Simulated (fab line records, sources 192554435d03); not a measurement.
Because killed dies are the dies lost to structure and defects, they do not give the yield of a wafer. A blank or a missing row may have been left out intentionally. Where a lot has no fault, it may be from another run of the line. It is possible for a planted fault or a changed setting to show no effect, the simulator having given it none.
Which tool was responsible? + flow n5 finfet + 36 wafers from 12 lots sampled at 2 of the route's 1938 steps

## WHAT THE GAUGES SHOWED, per wafer
N5_BEOL_M7_RS_MEAS_57: measures by four-point-probe.
| lot  | measured     | on            | M7_RS (ohm/sq)    |
|------|--------------|---------------|-------------------|
| L077 | day 9 13:26  | film metro-01 | 0.285 0.279 0.294 |
| L076 | day 9 15:52  | film metro-01 | 0.286 0.287 0.280 |
| L079 | day 10 17:44 | film metro-01 | 0.288 0.279 0.280 |
| L081 | day 11 01:08 | film metro-01 | 0.273 0.282 0.282 |
| L083 | day 11 17:20 | film metro-01 | 0.287 0.289 0.282 |
| L086 | day 12 01:22 | film metro-02 | 0.287 0.280 0.278 |
| L087 | day 12 20:07 | film metro-02 | 0.280 0.301 0.305 |
| L090 | day 13 07:37 | film metro-02 | 0.284 0.278 0.281 |
| L089 | day 13 20:46 | film metro-02 | 0.292 0.274 0.290 |
| L093 | day 14 05:38 | film metro-02 | 0.286 0.304 0.286 |
| L094 | day 14 15:49 | film metro-02 | 0.276 0.275 0.279 |
| L097 | day 15 11:29 | film metro-01 | 0.286 0.279 0.284 |

## WHAT TOOL EACH LOT RAN ON (gives the tool, then ch and the chambers of the sampled wafers, and finally the start)
| lot  | N5_BEOL_M7_SPUTTER_48        |
|------|------------------------------|
| L077 | pvd sputter-02, day 9 12:31  |
| L076 | pvd sputter-02, day 9 14:37  |
| L079 | pvd sputter-02, day 10 16:34 |
| L081 | pvd sputter-02, day 11 00:08 |
| L083 | pvd sputter-03, day 11 16:19 |
| L086 | pvd sputter-01, day 12 00:26 |
| L087 | pvd sputter-01, day 12 18:52 |
| L090 | pvd sputter-01, day 13 06:22 |
| L089 | pvd sputter-02, day 13 19:37 |
| L093 | pvd sputter-02, day 14 04:25 |
| L094 | pvd sputter-01, day 14 14:44 |
| L097 | pvd sputter-03, day 15 10:15 |
- N5_BEOL_M7_SPUTTER_48: material Cu, target thk 10 nm, time 1.667 s.

## THE ANSWER, worked out from the rows above alone
Rule: the lots themselves supply what counts as usual. Put in order of their means at a reading, lots are off if they are a third of the lots or fewer, leave a main group of 4 or more, and stand apart from it by a gap of 3 or more times the standard deviation of the main group's means; of several such gaps the widest counts. A main group is skipped when, at the precision printed for the reading in the tables above, its means are all equal. Also off: a lot with no number at a reading for which 4 or more lots have one. All remaining lots with rows at the step are treated as sound.
Across all readings shown, no lot is off: no conclusion can be drawn from this.

## WHAT THE SIMULATOR HAD INSERTED
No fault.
